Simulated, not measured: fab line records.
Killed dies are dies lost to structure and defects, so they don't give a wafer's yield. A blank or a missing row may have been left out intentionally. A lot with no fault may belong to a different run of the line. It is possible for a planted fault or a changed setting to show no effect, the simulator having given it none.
Chamber matching    flow n5_finfet    N5_FIN_SAQP_PECVD_47 on pecvd-02 has 3 sister chambers
The step deposits a-Si from SiH4/He, target thk 45 nm, time 36.3 s. 14 wafers are shown with their chamber, then 7 later ones without.

WAFERS WITH THEIR CHAMBER
wafer   chamber  heater_power_w (W)  heater_power_outer_w (W)  showerhead_plenum_p_Torr (Torr)
L074.3  2        980                 650                       5.68
L074.4  2        981                 649                       5.67
L074.5  1        819                 533                       5.69
L079.3  0        780                 444                       5.66
L079.4  2        948                 582                       5.67
L079.6  1        840                 552                       5.69
L080.3  1        798                 533                       5.68
L080.4  2        1006                626                       5.65
L080.5  1        795                 528                       5.68
L090.1  0        817                 473                       5.64
L090.2  2        869                 530                       5.67
L090.5  0        818                 476                       5.67
L092.2  0        789                 437                       5.66
L092.3  2        985                 629                       5.66

SIGNATURES (averages over the wafers above)
reading                   chamber 0  chamber 1  chamber 2  scatter within a chamber
heater_power_w            801.00     813.00     961.50     36.2
heater_power_outer_w      457.50     536.50     611.00     33.6
showerhead_plenum_p_Torr  5.6575     5.6850     5.6667     0.01
Rule: a wafer lies at a distance from a chamber equal to the root of the sum of squares, over the readings, of (its reading less the chamber's mean, divided by the reading's scatter). If the next closest chamber is less than 2 further off than the closest, the wafer can't be placed; otherwise it belongs to the closest. The scatter: the root of (the sum of the squares of (reading less its chamber's mean) over the shown wafers, divided by (wafers less chambers)).

WAFERS WHOSE CHAMBER IS MISSING
wafer   heater_power_w (W)  heater_power_outer_w (W)  showerhead_plenum_p_Torr (Torr)
L092.4  795                 445                       5.65
L093.1  819                 535                       5.69
L093.3  685                 375                       5.64
L093.6  963                 602                       5.67
L097.1  728                 399                       5.65
L097.3  888                 560                       5.67
L097.5  887                 545                       5.67

THE CHAMBER EACH PASSED THROUGH
wafer   from the rows above           in truth
L092.4  0                             0
L093.1  1                             1
L093.3  0                             0
L093.6  2                             2
L097.1  0                             0
L097.3  can't be placed: 2 or 1 or 0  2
L097.5  can't be placed: 1 or 2 or 0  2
Correct placement for 5 of the 7. From these rows, 2 cannot be placed; in 2 the true chamber is one of the candidates. Placed wrongly: 0.
